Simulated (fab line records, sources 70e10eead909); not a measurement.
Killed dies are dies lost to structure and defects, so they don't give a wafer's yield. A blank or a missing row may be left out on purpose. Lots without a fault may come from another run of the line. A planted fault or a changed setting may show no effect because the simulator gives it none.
Chamber matching | flow nand_harc | NHARC_P_M1_PRE_CLEAN_32 on pecvd-02: 3 sister chambers
The step time 12 s. 14 wafers are shown with their chamber, then 7 later ones without.

WAFERS WITH THEIR CHAMBER
wafer  | chamber | heater_power_w (W) | rf_fwd_power_W (W)
L647.2 | 1       | 654                | 292.4
L647.4 | 0       | 682                | 291.1
L647.6 | 2       | 642                | 293.2
L648.4 | 2       | 634                | 293.1
L648.5 | 1       | 655                | 292.6
L648.6 | 0       | 690                | 292.0
L649.1 | 1       | 639                | 291.2
L649.4 | 0       | 731                | 292.2
L649.6 | 2       | 672                | 293.2
L655.3 | 0       | 683                | 292.4
L655.4 | 1       | 702                | 293.1
L655.5 | 2       | 645                | 290.6
L654.1 | 0       | 681                | 292.1
L654.4 | 2       | 688                | 292.8

SIGNATURES (means of the wafers above)
reading        | chamber 0 | chamber 1 | chamber 2 | scatter within a chamber
heater_power_w | 693.40    | 662.50    | 656.20    | 23.6
rf_fwd_power_W | 291.960   | 292.325   | 292.580   | 0.851
Rule: a wafer's distance from a chamber is the root of the sum, over the readings, of the square of ((its reading less the chamber's mean) divided by the reading's scatter). The wafer belongs to the nearest chamber; if the next one is less than 2 further off, it can't be placed. The scatter: the root of (the sum of the squares of (reading less its chamber's mean) over the shown wafers, divided by (wafers less chambers)).

WAFERS WITHOUT THEIR CHAMBER
wafer  | heater_power_w (W) | rf_fwd_power_W (W)
L654.5 | 679                | 291.2
L658.1 | 575                | 292.8
L658.2 | 729                | 292.0
L658.3 | 618                | 292.7
L661.1 | 612                | 293.3
L661.3 | 656                | 292.5
L661.5 | 664                | 291.3

WHICH CHAMBER EACH WENT THROUGH
wafer  | from the rows above          | in truth
L654.5 | can't be placed: 0 or 1 or 2 | 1
L658.1 | can't be placed: 2 or 1 or 0 | 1
L658.2 | can't be placed: 0 or 1 or 2 | 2
L658.3 | can't be placed: 2 or 1 or 0 | 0
L661.1 | can't be placed: 2 or 1 or 0 | 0
L661.3 | can't be placed: 2 or 1 or 0 | 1
L661.5 | can't be placed: 1 or 0 or 2 | 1
Placed correctly: 0 of 7. Can't be placed from these rows: 7 (the true chamber is among the candidates in 7). Placed wrongly: 0.
